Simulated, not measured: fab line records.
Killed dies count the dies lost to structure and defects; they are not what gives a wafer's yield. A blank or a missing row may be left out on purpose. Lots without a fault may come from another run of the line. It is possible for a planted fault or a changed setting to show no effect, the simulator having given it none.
fab line records	flow n5Finfet	part 1 of 2: steps 1 to 4 of 6
[record] lots = 23	wafers = 69	lastDay = 18
route steps=1938 shown FIN_SAQP@128 FIN_CUT@164
lots with no fault: from the same line, run without faults
startH: hours from the record's opening day to when the first of the lot's shown wafers began	waitH: hours from the lot's prior step to this one	" identical to the entry in the row above	L1.1+2: one row covering several wafers at once	- no value present, or no start provided	* or withheld: withheld	< > ~ a bound
route shown NAME@n: names a module that has steps shown in the file, with the first one's number in the route	usual: mean and standard deviation over wafers with no fault	same: alike in all rows	chamber/n: place in a boat	sites: each site's reading	_std_site: how widely they spread, as a standard deviation	_edge_site: outer sites' mean less inner sites'	radiusMm: how far each site lies from the wafer's centre	mask NAME#n: copy n	behind: the most recent tool/chamber to have shaped the wafer	hold: what put the lot on hold/how long, in hours/how the hold closed	device: names the non-switching transistor (n, p or np)	end of line: tests of these same wafers at the route's end	step lacking rows: just its recipe	killed: at the first sort, the dies lost to defects and structure; wafer yield is something else	map: per-die view of a wafer (x killed, . not killed, _ where there is no die)
set.NAME: the setting that was run; set.NAME@STEP: the one run at that earlier step	model.NAME: the simulator's own value behind a step, which no gauge read
one table for each step of the route and one row for each wafer, over a sample of lots
services: when a tool's chamber went out of use (startH, in hours from the record's first day, below 0 if earlier), for how many hours, and the reason
[[steps]]
[step N5_FIN_SAQP_CD_MEAS_27]
[recipe] targetCdNm = 20	landingEnergyEv = 1000	detector = seInlens	polarity = line
[usual] cdNm = 20.30/0.2
lot.wafer	tool	chamber	startH	waitH	cdNm
L074.2	cdSem-01	0	26.10	0.1	20.43
L074.3	"	0	"	"	20.03
L074.6	"	0	"	"	20.07
L075.1	cdSem-02	0	30.06	0.1	20.09
L075.2	"	0	"	"	20.26
L075.3	"	0	"	"	20.77
L076.1	cdSem-02	0	36.60	0.1	20.32
L076.3	"	0	"	"	19.89
L076.4	"	0	"	"	19.98
L077.2	cdSem-02	0	42.95	0.1	20.15
L077.3	"	0	"	"	20.18
L077.4	"	0	"	"	20.60
L078.1	cdSem-01	0	48.11	0.1	20.33
L078.2	"	0	"	"	20.45
L078.5	"	0	"	"	20.35
L079.2	cdSem-02	0	54.27	0.1	20.44
L079.4	"	0	"	"	20.24
L079.5	"	0	"	"	20.12
L080.1	cdSem-02	0	60.72	0.1	20.26
L080.3	"	0	"	"	20.04
L080.5	"	0	"	"	20.20
L081.2	cdSem-01	0	65.96	0.1	20.14
L081.3	"	0	"	"	20.53
L081.6	"	0	"	"	20.30
L082.3	cdSem-03	0	71.98	0.1	20.42
L082.4	"	0	"	"	20.10
L082.5	"	0	"	"	20.43
L083.3	cdSem-02	0	78.73	0.1	20.46
L083.5	"	0	"	"	20.39
L083.6	"	0	"	"	20.09
L084.2	cdSem-02	0	85.77	0.1	20.50
L084.5	"	0	"	"	20.42
L084.6	"	0	"	"	20.37
L085.3	cdSem-02	0	93.34	0.1	20.22
L085.4	"	0	"	"	20.24
L085.6	"	0	"	"	19.90
L086.1	cdSem-03	0	96.89	0.1	20.53
L086.3	"	0	"	"	20.30
L086.5	"	0	"	"	20.27
L087.2	cdSem-02	0	101.95	0.1	20.56
L087.4	"	0	"	"	20.38
L087.5	"	0	"	"	20.01
L089.1	cdSem-02	0	115.20	0.1	20.57
L089.5	"	0	"	"	20.35
L089.6	"	0	"	"	20.42
L090.3	cdSem-02	0	120.12	0.1	20.27
L090.5	"	0	"	"	20.51
L090.6	"	0	"	"	20.26
L091.1	cdSem-03	0	127.27	0.1	20.34
L091.4	"	0	"	"	19.84
L091.5	"	0	"	"	20.22
L092.4	cdSem-02	0	131.80	0.0	20.19
L092.5	"	0	"	"	20.29
L092.6	"	0	"	"	20.37
L093.2	cdSem-03	0	137.62	0.1	20.10
L093.3	"	0	"	"	20.20
L093.4	"	0	"	"	20.43
L094.1	cdSem-01	0	145.23	0.1	20.51
L094.4	"	0	"	"	20.18
L094.5	"	0	"	"	20.10
L095.2	cdSem-02	0	151.56	0.1	20.23
L095.4	"	0	"	"	20.31
L095.6	"	0	"	"	20.32
L096.1	cdSem-03	0	157.03	0.1	20.08
L096.5	"	0	"	"	20.05
L096.6	"	0	"	"	20.25
L097.1	cdSem-01	0	161.74	0.1	20.46
L097.3	"	0	"	"	20.49
L097.5	"	0	"	"	20.23
[step N5_FIN_SAQP_ETCH_57]
[recipe] chemistry = CH3F/O2	target = SiNx	maskMaterial = SiO2	targetDepthA = 325	timeS = 46.4	pressureMtorr = 30	sourceW = 395	biasW = 73	Ar_flow_sccm = 150	CH3F_flow_sccm = 30	O2_flow_sccm = 20	ionEnergyEv = 120	ends = cleared
[usual] drypumpMotorCurrentA = 5.9/0.41	etchRfOnTimeS = 46.1/0.84	oesProductAu = 0.65/0.069	rfVppV = 296.0/3	showerheadPlenumPTorr = 2.01/0.063	throttleValvePct = 16.27/0.25
lot.wafer	tool	chamber	startH	waitH	drypumpMotorCurrentA	etchRfOnTimeS	oesProductAu	rfHoursCounterH	rfVppV	showerheadPlenumPTorr	throttleValvePct
L074.2	rieDiel-01	1	26.24	0.1	5.9	45.5	0.57	243	291.9	1.97	16.50
L074.3	"	3	"	"	6.2	45.7	0.57	246	294.9	1.89	16.40
L074.6	"	0	"	"	6.2	46.0	0.61	-	295.4	2.07	16.14
L075.1	rieDiel-01	0	30.11	0.0	6.2	46.4	0.61	198	293.9	2.07	16.15
L075.2	"	1	"	"	5.9	46.7	0.57	245	292.9	1.97	16.50
L075.3	"	3	"	"	6.2	47.0	0.57	247	294.5	1.89	16.39
L076.1	rieDiel-02	3	36.65	0.0	5.8	45.0	0.73	41	298.8	2.04	16.25
L076.3	"	1	"	"	4.8	44.6	0.63	177	296.7	1.91	16.21
L076.4	"	2	"	"	5.6	46.2	0.59	222	292.4	2.06	16.84
L077.2	rieDiel-01	2	43.17	0.2	5.6	45.8	0.68	115	290.7	2.01	15.98
L077.3	"	0	"	"	6.2	45.5	0.61	202	293.1	2.07	16.15
L077.4	"	2	"	"	5.6	45.7	0.69	-	292.7	2.01	15.99
L078.1	rieDiel-03	3	48.23	0.1	6.3	44.1	0.62	201	295.4	1.99	16.62
L078.2	"	1	"	"	5.8	44.1	0.64	160	296.4	2.08	16.22
L078.5	"	2	"	"	6.4	45.0	0.65	-	299.9	1.91	16.21
L079.2	rieDiel-03	3	54.32	0.0	6.3	45.2	0.62	203	295.5	1.99	16.64
L079.4	"	2	"	"	6.4	47.1	0.64	155	301.9	1.91	16.23
L079.5	"	2	"	"	6.4	46.5	0.65	-	301.0	1.91	16.21
L080.1	rieDiel-01	2	60.76	0.0	5.6	45.9	0.69	124	291.5	2.01	16.00
L080.3	"	1	"	"	5.9	47.0	0.57	257	293.1	1.96	16.53
L080.5	"	0	"	"	6.2	48.0	0.61	-	294.2	2.06	16.19
L081.2	rieDiel-03	0	66.02	0.0	6.3	46.9	0.60	223	297.7	1.97	16.19
L081.3	"	1	"	"	5.8	46.1	0.63	166	298.7	2.08	16.24
L081.6	"	0	"	"	6.3	47.7	0.60	-	298.6	1.97	16.22
L082.3	rieDiel-01	0	72.04	0.0	6.2	46.3	0.61	217	294.4	2.06	16.16
L082.4	"	2	"	"	5.6	45.8	0.69	-	290.8	2.01	16.00
L082.5	"	3	"	"	6.2	45.2	0.84	-	299.7	2.14	15.92
L083.3	rieDiel-02	1	78.89	0.2	4.8	45.4	0.62	193	296.7	1.91	16.24
L083.5	"	1	"	"	4.8	45.4	0.62	-	297.2	1.91	16.23
L083.6	"	0	"	"	5.5	45.7	0.72	-	295.1	2.03	15.90
L084.2	rieDiel-01	3	85.85	0.1	6.2	44.9	0.79	12	300.2	2.13	15.93
L084.5	"	0	"	"	6.2	47.0	0.60	-	295.6	2.06	16.20
L084.6	"	3	"	"	6.2	45.7	0.81	-	300.2	2.13	15.94
L085.3	rieDiel-02	3	93.49	0.1	5.8	44.9	0.72	64	300.2	2.03	16.31
L085.4	"	2	"	"	5.6	46.3	0.57	244	295.7	2.05	16.88
L085.6	"	3	"	"	5.9	46.1	0.71	-	300.3	2.03	16.31
L086.1	rieDiel-02	3	96.94	0.0	5.8	45.2	0.71	65	299.9	2.03	16.33
L086.3	"	0	"	"	5.5	45.2	0.71	78	295.4	2.03	15.91
L086.5	"	1	"	"	4.8	46.2	0.60	-	295.9	1.90	16.23
L087.2	rieDiel-02	3	102.15	0.2	5.8	45.0	0.71	67	298.8	2.03	16.31
L087.4	"	2	"	"	5.7	46.0	0.57	247	294.7	2.05	16.89
L087.5	"	2	"	"	5.7	46.4	0.58	-	293.4	2.05	16.88
L089.1	rieDiel-01	0	115.25	0.0	6.2	46.2	0.59	238	293.9	2.06	16.20
L089.5	"	1	"	"	5.9	46.5	0.80	-	292.6	1.96	16.05
L089.6	"	0	"	"	6.3	46.6	0.59	-	293.3	2.05	16.20
L090.3	rieDiel-03	0	120.38	0.3	6.3	46.4	0.59	237	297.9	1.97	16.21
L090.5	"	3	"	"	6.3	47.8	0.60	-	294.2	1.99	16.66
L090.6	"	2	"	"	6.4	46.6	0.63	-	299.6	1.91	16.25
L091.1	rieDiel-02	3	127.32	0.0	5.9	45.9	0.70	78	298.8	2.03	16.33
L091.4	"	1	"	"	4.8	45.6	0.60	-	294.6	1.90	16.27
L091.5	"	0	"	"	5.5	46.5	0.69	-	295.9	2.02	15.95
L092.4	rieDiel-02	1	131.84	0.0	4.8	45.4	0.60	215	297.3	1.90	16.27
L092.5	"	3	"	"	5.9	46.0	0.70	-	299.7	2.03	16.35
L092.6	"	2	"	"	5.6	46.0	0.87	-	293.9	2.05	16.44
L093.2	rieDiel-03	3	137.67	0.0	6.3	46.1	0.61	226	295.6	1.98	16.68
L093.3	"	0	"	"	6.3	46.2	0.59	242	297.9	1.97	16.24
L093.4	"	1	"	"	5.8	46.6	0.63	186	299.0	2.07	16.31
L094.1	rieDiel-01	3	145.36	0.1	6.2	44.8	0.75	35	299.0	2.12	15.98
L094.4	"	2	"	"	5.6	46.3	0.66	-	290.4	2.00	16.06
L094.5	"	3	"	"	6.2	46.0	0.75	-	299.5	2.12	15.98
L095.2	rieDiel-03	2	151.60	0.0	6.4	45.7	0.62	184	301.3	1.90	16.27
L095.4	"	0	"	"	6.3	47.7	0.58	248	299.2	1.96	16.25
L095.6	"	0	"	"	6.3	48.6	0.58	-	298.0	1.96	16.25
L096.1	rieDiel-03	2	157.08	0.0	6.4	46.5	0.62	186	301.5	1.90	16.28
L096.5	"	1	"	"	5.8	46.6	0.62	-	297.4	2.07	16.29
L096.6	"	0	"	"	6.3	47.4	0.59	-	299.0	1.96	16.25
L097.1	rieDiel-01	2	161.79	0.0	5.6	46.5	0.66	168	290.9	2.00	16.08
L097.3	"	3	"	"	6.1	45.8	0.74	41	300.2	2.12	15.97
L097.5	"	2	"	"	5.6	47.4	0.65	-	290.3	2.00	16.09
[step N5_FIN_SAQP_MANDREL_ETCH_58]
[recipe] chemistry = HBr/Cl2	target = a-Si	targetDepthA = 450	btTimeS = 10	stopOn = SiNx	maskMaterial = SiO2	overEtchFrac = 0.8	timeS = 27	pressureMtorr = 10	icpW = 800	biasW = 75	HBr_flow_sccm = 150	Cl2_flow_sccm = 80	ends = endPoint
[usual] drypumpMotorCurrentA = 5.6/0.53	mfcCl2Sccm = 80.01/0.26	oesProductAu = 0.695/0.011	throttleValvePct = 35.58/0.23
lot.wafer	tool	chamber	startH	waitH	drypumpMotorCurrentA	mfcCl2Sccm	oesProductAu	rfHoursCounterH	throttleValvePct
L074.2	rieSi-06	2	26.38	0.0	6.1	79.68	0.699	80	35.64
L074.3	"	1	"	"	4.7	80.30	0.696	131	35.48
L074.6	"	1	"	"	4.7	80.17	0.702	-	35.47
L075.1	rieSi-05	0	30.25	0.0	4.9	79.91	0.696	6	35.45
L075.2	"	1	"	"	5.9	79.64	0.703	86	35.63
L075.3	"	2	"	"	5.4	79.81	0.669	141	35.55
L076.1	rieSi-06	0	36.79	0.0	6.3	79.90	0.691	15	35.38
L076.3	"	2	"	"	6.1	80.35	0.689	80	35.62
L076.4	"	1	"	"	4.7	79.92	0.698	131	35.46
L077.2	rieSi-06	0	43.31	0.0	6.2	80.07	0.685	16	35.37
L077.3	"	3	"	"	5.7	79.78	0.696	2	36.10
L077.4	"	1	"	"	4.7	80.08	0.686	131	35.47
L078.1	rieSi-06	3	48.37	0.0	5.7	79.93	0.700	2	36.07
L078.2	"	0	"	"	6.2	80.10	0.688	16	35.37
L078.5	"	1	"	"	4.7	80.02	0.694	-	35.45
L079.2	rieSi-03	3	54.47	0.0	5.9	79.52	0.696	15	35.55
L079.4	"	0	"	"	6.2	79.44	0.713	127	35.61
L079.5	"	2	"	"	5.6	80.10	0.700	-	35.32
L080.1	rieSi-06	3	60.91	0.0	5.6	79.77	0.704	2	36.07
L080.3	"	2	"	"	6.1	80.05	0.704	81	35.61
L080.5	"	3	"	"	5.6	79.65	0.708	-	36.07
L081.2	rieSi-06	2	66.16	0.0	6.1	80.13	0.701	81	35.63
L081.3	"	3	"	"	5.6	79.92	0.706	2	36.06
L081.6	"	1	"	"	4.7	80.26	0.696	-	35.46
L082.3	rieSi-06	3	72.18	0.0	5.6	80.30	0.707	2	36.07
L082.4	"	2	"	"	6.1	79.82	0.703	81	35.61
L082.5	"	3	"	"	5.6	80.36	0.704	-	36.08
L083.3	rieSi-03	1	79.03	0.0	5.4	80.08	0.700	10	35.53
L083.5	"	3	"	"	5.9	79.57	0.685	-	35.55
L083.6	"	2	"	"	5.7	80.01	0.687	-	35.30
L084.2	rieSi-05	2	85.99	0.0	5.4	80.17	0.667	142	35.56
L084.5	"	3	"	"	5.7	80.15	0.686	-	35.59
L084.6	"	2	"	"	5.4	80.27	0.665	-	35.56
L085.3	rieSi-05	1	93.63	0.0	5.9	79.79	0.688	87	35.67
L085.4	"	0	"	"	4.9	80.06	0.699	7	35.39
L085.6	"	0	"	"	4.9	80.62	0.702	-	35.41
L086.1	rieSi-05	2	97.08	0.0	5.4	79.93	0.671	142	35.55
L086.3	"	1	"	"	5.9	80.04	0.705	87	35.66
L086.5	"	2	"	"	5.4	79.99	0.685	-	35.53
L087.2	rieSi-06	2	102.29	0.0	6.1	79.52	0.698	82	35.64
L087.4	"	1	"	"	4.7	80.22	0.700	132	35.47
L087.5	"	1	"	"	4.7	80.02	0.701	-	35.45
L089.1	rieSi-06	1	115.39	0.0	4.7	80.22	0.699	132	35.47
L089.5	"	1	"	"	4.7	79.91	0.690	-	35.47
L089.6	"	0	"	"	6.3	80.26	0.692	-	35.38
L090.3	rieSi-06	1	120.52	0.0	4.7	79.95	0.708	133	35.45
L090.5	"	0	"	"	6.2	79.95	0.685	-	35.37
L090.6	"	3	"	"	5.6	79.56	0.712	-	36.07
L091.1	rieSi-06	2	127.46	0.0	6.1	79.62	0.699	82	35.62
L091.4	"	3	"	"	5.6	80.22	0.721	3	36.06
L091.5	"	2	"	"	6.1	80.01	0.699	-	35.63
L092.4	rieSi-03	0	131.98	0.0	6.2	79.78	0.703	129	35.61
L092.5	"	0	"	"	6.2	80.22	0.695	-	35.60
L092.6	"	3	"	"	5.9	80.15	0.685	-	35.54
L093.2	rieSi-06	2	137.81	0.0	6.1	79.93	0.700	82	35.63
L093.3	"	1	"	"	4.7	80.03	0.703	133	35.45
L093.4	"	3	"	"	5.6	80.72	0.716	3	36.05
L094.1	rieSi-06	3	145.50	0.0	5.6	80.22	0.698	3	36.09
L094.4	"	2	"	"	6.1	80.46	0.701	83	35.62
L094.5	"	3	"	"	5.6	80.00	0.712	-	36.08
L095.2	rieSi-03	1	151.74	0.0	5.4	80.32	0.697	12	35.54
L095.4	"	3	"	"	5.9	79.81	0.688	17	35.54
L095.6	"	0	"	"	6.2	79.60	0.696	-	35.62
L096.1	rieSi-06	0	157.22	0.0	6.2	79.92	0.693	18	35.37
L096.5	"	1	"	"	4.7	79.53	0.703	-	35.46
L096.6	"	0	"	"	6.2	79.65	0.696	-	35.37
L097.1	rieSi-03	0	161.93	0.0	6.2	79.98	0.700	129	35.63
L097.3	"	2	"	"	5.6	79.93	0.682	124	35.31
L097.5	"	1	"	"	5.4	79.71	0.712	-	35.52
[step N5_FIN_SAQP_ETCH_34]
[recipe] chemistry = C4F6/O2	target = SiO2	targetDepthA = 450	timeS = 15	ionEnergyEv = 250	pressureMtorr = 30	sourceW = 345	biasW = 185	Ar_flow_sccm = 300	C4F6_flow_sccm = 10	O2_flow_sccm = 10	ends = cleared
[usual] drypumpMotorCurrentA = 5.8/0.5	etchRfOnTimeS = 14.95/0.16	oesProductAu = 0.66/0.066	rfVppV = 664/5.9	showerheadPlenumPTorr = 2.84/0.087	throttleValvePct = 20.96/0.23
lot.wafer	tool	chamber	startH	waitH	drypumpMotorCurrentA	etchRfOnTimeS	oesProductAu	rfHoursCounterH	rfVppV	showerheadPlenumPTorr	throttleValvePct
L074.2	rieDiel-03	0	28.89	0.0	6.3	15.26	0.61	215	669	2.81	20.83
L074.3	"	2	"	"	6.4	14.90	0.65	145	673	2.73	20.87
L074.6	"	3	"	"	6.3	15.10	0.62	-	660	2.84	21.37
L075.1	rieDiel-03	2	31.73	0.0	6.4	14.97	0.65	146	673	2.73	20.88
L075.2	"	1	"	"	5.8	14.91	0.65	153	666	2.96	20.91
L075.3	"	0	"	"	6.3	15.38	0.59	216	670	2.81	20.82
L076.1	rieDiel-01	2	38.27	0.0	5.6	14.90	0.69	114	652	2.87	20.69
L076.3	"	1	"	"	5.9	15.17	0.58	247	658	2.80	21.19
L076.4	"	0	"	"	6.2	15.11	0.62	201	658	2.94	20.82
L077.2	rieDiel-02	2	44.92	0.0	5.6	15.07	0.59	224	660	2.93	21.52
L077.3	"	1	"	"	4.8	14.81	0.63	180	664	2.73	20.91
L077.4	"	3	"	"	5.9	14.92	0.73	44	670	2.91	21.06
L078.1	rieDiel-01	1	50.19	0.0	5.9	15.19	0.57	253	654	2.80	21.19
L078.2	"	0	"	"	6.2	15.10	0.61	206	657	2.93	20.79
L078.5	"	0	"	"	6.2	14.97	0.62	-	656	2.93	20.82
L079.2	rieDiel-03	1	56.43	0.0	5.8	14.87	0.64	163	664	2.95	20.92
L079.4	"	3	"	"	6.3	15.09	0.61	204	660	2.84	21.37
L079.5	"	1	"	"	5.8	14.87	0.64	-	666	2.95	20.93
L080.1	rieDiel-03	3	62.52	0.0	6.3	14.98	0.61	206	658	2.84	21.37
L080.3	"	2	"	"	6.4	14.81	0.64	158	673	2.72	20.90
L080.5	"	2	"	"	6.4	14.85	0.64	-	673	2.72	20.89
L081.2	rieDiel-03	0	68.20	0.0	6.3	15.16	0.60	224	669	2.81	20.85
L081.3	"	1	"	"	5.8	14.90	0.63	167	666	2.95	20.91
L081.6	"	2	"	"	6.4	14.90	0.64	-	673	2.72	20.89
L082.3	rieDiel-01	2	74.41	0.0	5.6	15.03	0.68	131	652	2.86	20.71
L082.4	"	2	"	"	5.6	15.05	0.67	-	650	2.86	20.71
L082.5	"	3	"	"	6.2	14.56	0.83	-	670	3.03	20.69
L083.3	rieDiel-02	3	80.89	0.0	5.8	14.92	0.72	58	671	2.90	21.08
L083.5	"	0	"	"	5.5	14.62	0.72	-	664	2.89	20.64
L083.6	"	3	"	"	5.8	14.89	0.72	-	671	2.90	21.10
L084.2	rieDiel-03	3	89.38	0.0	6.3	15.03	0.61	210	658	2.84	21.38
L084.5	"	3	"	"	6.3	15.14	0.61	-	659	2.83	21.39
L084.6	"	2	"	"	6.4	14.97	0.63	-	673	2.72	20.92
L085.3	rieDiel-03	2	95.98	0.0	6.4	14.91	0.64	165	674	2.72	20.90
L085.4	"	1	"	"	5.8	14.92	0.63	172	665	2.95	20.94
L085.6	"	2	"	"	6.4	14.86	0.64	-	674	2.72	20.91
L086.1	rieDiel-02	2	98.60	0.0	5.6	15.33	0.57	246	659	2.92	21.57
L086.3	"	0	"	"	5.5	14.75	0.71	78	663	2.88	20.65
L086.5	"	3	"	"	5.8	14.93	0.70	-	670	2.90	21.09
L087.2	rieDiel-02	2	103.76	0.0	5.6	15.29	0.57	248	658	2.91	21.57
L087.4	"	3	"	"	5.8	15.09	0.70	68	672	2.90	21.09
L087.5	"	0	"	"	5.5	14.98	0.69	-	662	2.88	20.64
L089.1	rieDiel-01	2	117.23	0.0	5.6	14.88	0.66	151	650	2.85	20.74
L089.5	"	3	"	"	6.2	14.67	0.78	-	671	3.02	20.73
L089.6	"	0	"	"	6.2	15.06	0.60	-	656	2.92	20.86
L090.3	rieDiel-02	0	122.33	0.0	5.5	14.99	0.70	88	664	2.88	20.67
L090.5	"	1	"	"	4.8	14.89	0.60	-	663	2.71	20.94
L090.6	"	3	"	"	5.9	15.16	0.70	-	671	2.89	21.09
L091.1	rieDiel-02	1	129.01	0.1	4.8	14.82	0.60	214	662	2.71	20.95
L091.4	"	1	"	"	4.8	14.69	0.61	-	664	2.71	20.98
L091.5	"	1	"	"	4.8	14.76	0.60	-	664	2.71	20.98
L092.4	rieDiel-02	0	133.74	0.0	5.4	14.81	0.70	91	662	2.88	20.67
L092.5	"	2	"	"	5.6	15.04	0.85	-	658	2.91	21.24
L092.6	"	1	"	"	4.8	14.84	0.60	-	663	2.71	20.95
L093.2	rieDiel-02	2	139.67	0.0	5.6	14.88	0.84	2	659	2.91	21.24
L093.3	"	3	"	"	5.9	15.09	0.69	81	671	2.89	21.12
L093.4	"	1	"	"	4.8	14.88	0.59	216	662	2.71	20.96
L094.1	rieDiel-02	0	147.72	0.0	5.5	14.99	0.69	96	662	2.88	20.65
L094.4	"	2	"	"	5.6	14.87	0.83	5	659	2.91	21.24
L094.5	"	0	"	"	5.5	14.89	0.68	-	662	2.88	20.66
L095.2	rieDiel-02	0	154.00	0.0	5.5	14.89	0.69	98	663	2.87	20.66
L095.4	"	0	"	"	5.5	14.79	0.69	-	662	2.87	20.68
L095.6	"	1	"	"	4.8	14.78	0.60	-	662	2.71	20.99
L096.1	rieDiel-02	2	158.70	0.0	5.6	14.83	0.83	8	658	2.91	21.26
L096.5	"	1	"	"	4.8	14.77	0.60	-	663	2.71	20.97
L096.6	"	0	"	"	5.5	14.77	0.69	-	660	2.87	20.67
L097.1	rieDiel-03	2	163.77	0.0	6.4	14.80	0.62	188	674	2.71	20.93
L097.3	"	3	"	"	6.3	15.14	0.59	236	658	2.82	21.40
L097.5	"	0	"	"	6.3	15.08	0.59	-	667	2.79	20.87
